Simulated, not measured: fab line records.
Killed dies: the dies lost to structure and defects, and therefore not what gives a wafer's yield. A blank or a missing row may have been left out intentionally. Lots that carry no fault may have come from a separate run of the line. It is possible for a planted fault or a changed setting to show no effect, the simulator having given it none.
2 desks looking at one fault    flow nand_harc    numbers are kept per desk, each desk with only its own; the story behind them comes last

== METROLOGY DESK ==
Means of the sampled wafers that have a number, per lot and without regard to the tool the lot ran on: this is what the gauges read. Any lot whose mean is over 4 standard deviations away from the usual mean is out of limits and marked OUT; that distance is given in the brackets.
Columns: A = cd_nm at NHARC_P_M1_CD_MEAS_09, usual 130.2 nm
lot   first seen here  A
L754  day 6 05:31      130.1
L755  day 6 17:34      129.6
L756  day 7 03:13      130.3
L757  day 7 16:10      130.3
L758  day 7 20:09      130.8
L759  day 8 12:11      129.6
L760  day 8 13:13      130.4
L761  day 9 04:53      129.7
L763  day 9 21:30      129.8
L764  day 10 04:42     129.7
L765  day 10 22:29     130.2
L772  day 13 15:34     147.4 (+26) OUT
L771  day 13 22:29     143.9 (+20) OUT
L774  day 14 14:31     142.5 (+18) OUT
L777  day 15 17:05     128.6
This desk finds L771, L772, L774 out of limits, L772 being first, at day 13 15:34 (cd_nm at NHARC_P_M1_CD_MEAS_09). Within limits: L754, L755, L756, L757, L758, L759, L760, L761, L763, L764, L765, L777.

== DESK OF THE TOOL OWNER: arfi_scanner-01 ==
The tool's own readings at NHARC_P_M1_EXPOSE_06 (exposes mask P M1, target cd 130 nm): means of the sampled wafers that have a number, for each lot that ran on this tool. Any lot whose mean is over 4 standard deviations away from the usual mean is out of limits and marked OUT; that distance is given in the brackets.
Columns: A = exposure_dose_mJ_cm2 at NHARC_P_M1_EXPOSE_06, usual 81.78; B = focus_offset_nm at NHARC_P_M1_EXPOSE_06, usual 0.0 nm
lot   first seen here  A                         B
L759  day 8 12:03      81.78                     0.2
L760  day 8 13:04      81.79                     -0.2
L761  day 9 04:45      81.66                     0.1
L765  day 10 22:21     81.78                     0.5
L772  day 13 15:26     107.83 (+99 or more) OUT  0.0
L771  day 13 22:21     102.56 (+99 or more) OUT  -0.3
L774  day 14 14:23     99.72 (+99 or more) OUT   0.0
This desk finds L771, L772, L774 out of limits, L772 being first, at day 13 15:26 (exposure_dose_mJ_cm2 at NHARC_P_M1_EXPOSE_06). Within limits: L759, L760, L761, L765.

== PUT TOGETHER ==
The tool owner's desk had the chance to raise an alarm at day 13 15:26 on L771, L772, L774.
L771, L772, L774 would have let the metrology desk raise an alarm at day 13 15:34.
All the named lots went through NHARC_P_M1_EXPOSE_06 on arfi_scanner-01.

== WHAT THE SIMULATOR HAD INSERTED ==
Drift in process parameters on arfi_scanner-01 at NHARC_P_M1_EXPOSE_06, starting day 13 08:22. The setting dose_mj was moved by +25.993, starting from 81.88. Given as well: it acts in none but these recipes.
Lots struck among those shown: L771, L772, L774.
Counting hours from when the fault started, the first reading out of limits came at 7 for the tool owner's desk and at 7 for the metrology desk.
